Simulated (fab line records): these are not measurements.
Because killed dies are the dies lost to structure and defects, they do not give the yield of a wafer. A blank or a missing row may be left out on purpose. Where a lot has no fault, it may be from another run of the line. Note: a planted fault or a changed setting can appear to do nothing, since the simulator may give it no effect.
Split-lot study / flow n5Finfet / 7 lots, 21 wafers read, on a route of 1938 steps

== THE SPLIT ITSELF ==
At N5_BEOL_M13_EXPOSE_25 (exposes mask M13, target cd 210 nm), the setting doseMj was moved away from the recipe's 22 on 8 of the 21 wafers read, by -7.2% to +4.6%. The other wafers ran this setting at the recipe's value.

== FROM THE SPLIT TO THE READING: what the file shows between them, 3 steps ==
- N5_BEOL_M13_PEB_26: peb time 90 s
- N5_BEOL_M13_DEVELOP_27: develop time 45 s
- N5_BEOL_M13_HARDBAKE_32: time 120 s

== THE READING ==
cdNm, in nm, at N5_BEOL_M13_CD_MEAS_28 (target cd 209.5 nm). Typical for fault-free wafers on this fab line: 209.3 nm, with standard deviation 1.2 nm.

wafer=L077.4; tool, chamber at the split=krfScanner-01, 0; doseMj as run=22; against the recipe=recipe; cdNm, nm=209.7; against lot-mates on the recipe=-
wafer=L077.5; tool, chamber at the split=krfScanner-01, 0; doseMj as run=22; against the recipe=recipe; cdNm, nm=208.5; against lot-mates on the recipe=-
wafer=L077.6; tool, chamber at the split=krfScanner-01, 0; doseMj as run=20.41; against the recipe=-7.2%; cdNm, nm=202.0; against lot-mates on the recipe=-7.1
wafer=L082.3; tool, chamber at the split=krfScanner-02, 0; doseMj as run=22; against the recipe=recipe; cdNm, nm=210.6; against lot-mates on the recipe=-
wafer=L082.4; tool, chamber at the split=krfScanner-02, 0; doseMj as run=22.47; against the recipe=+2.1%; cdNm, nm=210.4; against lot-mates on the recipe=-0.2
wafer=L082.5; tool, chamber at the split=krfScanner-02, 0; doseMj as run=22.47; against the recipe=+2.1%; cdNm, nm=211.1; against lot-mates on the recipe=+0.5
wafer=L084.2; tool, chamber at the split=krfScanner-02, 0; doseMj as run=22; against the recipe=recipe; cdNm, nm=210.9; against lot-mates on the recipe=-
wafer=L084.4; tool, chamber at the split=krfScanner-02, 0; doseMj as run=22; against the recipe=recipe; cdNm, nm=209.3; against lot-mates on the recipe=-
wafer=L084.5; tool, chamber at the split=krfScanner-02, 0; doseMj as run=20.8; against the recipe=-5.5%; cdNm, nm=204.8; against lot-mates on the recipe=-5.3
wafer=L089.2; tool, chamber at the split=krfScanner-01, 0; doseMj as run=22; against the recipe=recipe; cdNm, nm=211.5; against lot-mates on the recipe=-
wafer=L089.4; tool, chamber at the split=krfScanner-01, 0; doseMj as run=23.02; against the recipe=+4.6%; cdNm, nm=214.0; against lot-mates on the recipe=+2.5
wafer=L089.6; tool, chamber at the split=krfScanner-01, 0; doseMj as run=23.02; against the recipe=+4.6%; cdNm, nm=214.1; against lot-mates on the recipe=+2.6
wafer=L093.1; tool, chamber at the split=krfScanner-01, 0; doseMj as run=22.55; against the recipe=+2.5%; cdNm, nm=210.7; against lot-mates on the recipe=+2.1
wafer=L093.2; tool, chamber at the split=krfScanner-01, 0; doseMj as run=22; against the recipe=recipe; cdNm, nm=209.1; against lot-mates on the recipe=-
wafer=L093.4; tool, chamber at the split=krfScanner-01, 0; doseMj as run=22; against the recipe=recipe; cdNm, nm=208.2; against lot-mates on the recipe=-
wafer=L096.2; tool, chamber at the split=krfScanner-02, 0; doseMj as run=21.57; against the recipe=-2.0%; cdNm, nm=209.2; against lot-mates on the recipe=-0.5
wafer=L096.5; tool, chamber at the split=krfScanner-02, 0; doseMj as run=22; against the recipe=recipe; cdNm, nm=208.6; against lot-mates on the recipe=-
wafer=L096.6; tool, chamber at the split=krfScanner-02, 0; doseMj as run=22; against the recipe=recipe; cdNm, nm=210.8; against lot-mates on the recipe=-
wafer=L097.1; tool, chamber at the split=krfScanner-01, 0; doseMj as run=22; against the recipe=recipe; cdNm, nm=209.1; against lot-mates on the recipe=-
wafer=L097.2; tool, chamber at the split=krfScanner-01, 0; doseMj as run=22; against the recipe=recipe; cdNm, nm=208.9; against lot-mates on the recipe=-
wafer=L097.5; tool, chamber at the split=krfScanner-01, 0; doseMj as run=22; against the recipe=recipe; cdNm, nm=209.2; against lot-mates on the recipe=-

FIT RESULTS
A straight line over all 21 wafers: cdNm changes by +0.908 nm for each +1% of doseMj; r = +0.93; the points scatter about the line by 1 nm.
The same after taking each lot's own level away (the mean of its wafers on the recipe; 21 wafers): +0.77 nm for each +1%; r = +0.93; scatter 0.87 nm.
On that fit, the largest move of doseMj shifts the reading by 5.6 nm.
Measured against the standard deviation above, the lots' own levels, which go from 208.65 to 211.50 nm, span 2.4 times it.
In other words, the slope is changed by the lot-to-lot level; the two fits disagree.
Check: with one of the wafers moved furthest among these (-7.2%) left out of the fit, the line predicts -5 nm for it against its lot-mates. It came out at -7.1 nm against them.

== OTHER SPLITS APPLIED TO THESE WAFERS ==
Before the reading, these wafers also passed through other splits. Each is held against what the fit with the lots' levels taken away leaves over:
other split on the same wafers=N5_BEOL_M11_EXPOSE_08 doseMj; wafers away from the commonest value=8; r with cdNm (lot level and that fit taken away)=-0.13
other split on the same wafers=N5_BEOL_M12_COAT_04 spinRpm; wafers away from the commonest value=9; r with cdNm (lot level and that fit taken away)=+0.02
other split on the same wafers=N5_BEOL_M12_DESCUM_15 timeS; wafers away from the commonest value=3; r with cdNm (lot level and that fit taken away)=+0.21

== THE WHOLE CHAIN: every reading that the file lists as answering this split, in the file's order ==
step=N5_BEOL_M13_CD_MEAS_28; what it does=target cd 209.5 nm; reading=cdNm; change (the file's fit)=+0.836 nm for each +1% of the setting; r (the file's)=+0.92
step=N5_BEOL_M13_DESCUM_33; what it does=chemistry O2, time 7.9 s; reading=BEOL_M13.cdNm (the simulator's own value, which no gauge read); change (the file's fit)=+0.833 nm for each +1% of the setting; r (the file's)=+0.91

== THE FILE'S OWN FIT ==
cdNm changes by +0.836 nm for each +1% of doseMj, r = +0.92.
